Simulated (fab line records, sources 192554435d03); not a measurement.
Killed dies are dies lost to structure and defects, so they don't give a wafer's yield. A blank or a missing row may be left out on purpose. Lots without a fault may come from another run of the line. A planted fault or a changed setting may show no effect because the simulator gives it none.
Chamber matching | flow n5_finfet | N5_BEOL_M10_DEP_56 on pecvd-04: 3 sister chambers
The step deposits SiCN from 3MS/NH3, target thk 15 nm, time 26.5 s. 20 wafers are shown with their chamber, then 10 later ones without.

WAFERS WITH THEIR CHAMBER
wafer  | chamber | showerhead_plenum_p_Torr (Torr) | throttle_valve_pct (%) | chamber_pressure_Torr (Torr)
L076.1 | 1       | 3.649                           | 9.5                    | 3.000
L076.2 | 0       | 3.678                           | 9.1                    | 3.005
L076.5 | 1       | 3.654                           | 9.4                    | 2.992
L081.2 | 2       | 3.654                           | 9.2                    | 3.008
L081.5 | 0       | 3.676                           | 9.0                    | 2.994
L081.6 | 2       | 3.667                           | 9.3                    | 3.002
L079.2 | 1       | 3.653                           | 9.4                    | 2.992
L079.3 | 0       | 3.682                           | 9.2                    | 2.994
L079.4 | 1       | 3.662                           | 9.4                    | 3.005
L085.1 | 1       | 3.661                           | 9.4                    | 2.999
L085.3 | 2       | 3.658                           | 9.0                    | 3.006
L085.6 | 2       | 3.673                           | 9.5                    | 3.014
L090.2 | 0       | 3.685                           | 9.4                    | 2.997
L090.4 | 0       | 3.674                           | 9.2                    | 2.998
L090.6 | 2       | 3.666                           | 9.3                    | 3.000
L087.1 | 1       | 3.665                           | 9.4                    | 3.000
L087.4 | 1       | 3.655                           | 9.5                    | 3.004
L087.5 | 0       | 3.674                           | 9.3                    | 3.001
L092.4 | 1       | 3.659                           | 9.4                    | 2.993
L092.5 | 0       | 3.679                           | 9.1                    | 3.005

SIGNATURES (means of the wafers above)
reading                  | chamber 0 | chamber 1 | chamber 2 | scatter within a chamber
showerhead_plenum_p_Torr | 3.67829   | 3.65725   | 3.66360   | 0.00559
throttle_valve_pct       | 9.186     | 9.425     | 9.260     | 0.123
chamber_pressure_Torr    | 2.99914   | 2.99812   | 3.00600   | 0.0051
Rule: a wafer's distance from a chamber is the root of the sum, over the readings, of the square of ((its reading less the chamber's mean) divided by the reading's scatter). The wafer belongs to the nearest chamber; if the next one is less than 2 further off, it can't be placed. The scatter: the root of (the sum of the squares of (reading less its chamber's mean) over the shown wafers, divided by (wafers less chambers)).

WAFERS WITHOUT THEIR CHAMBER
wafer  | showerhead_plenum_p_Torr (Torr) | throttle_valve_pct (%) | chamber_pressure_Torr (Torr)
L092.6 | 3.660                           | 9.5                    | 2.996
L091.1 | 3.644                           | 9.3                    | 3.002
L091.5 | 3.670                           | 9.6                    | 2.997
L091.6 | 3.675                           | 9.1                    | 3.008
L095.1 | 3.661                           | 9.3                    | 3.004
L095.4 | 3.682                           | 9.2                    | 3.006
L095.5 | 3.661                           | 9.2                    | 2.994
L096.2 | 3.661                           | 9.3                    | 2.993
L096.4 | 3.663                           | 9.2                    | 2.997
L096.6 | 3.678                           | 9.4                    | 3.003

WHICH CHAMBER EACH WENT THROUGH
wafer  | from the rows above          | in truth
L092.6 | can't be placed: 1 or 2      | 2
L091.1 | can't be placed: 1 or 2      | 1
L091.5 | can't be placed: 1 or 2 or 0 | 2
L091.6 | can't be placed: 0 or 2      | 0
L095.1 | can't be placed: 2 or 1      | 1
L095.4 | can't be placed: 0 or 2      | 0
L095.5 | can't be placed: 1 or 2 or 0 | 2
L096.2 | can't be placed: 1 or 2 or 0 | 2
L096.4 | can't be placed: 2 or 1 or 0 | 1
L096.6 | can't be placed: 0 or 2 or 1 | 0
Placed correctly: 0 of 10. Can't be placed from these rows: 10 (the true chamber is among the candidates in 10). Placed wrongly: 0.
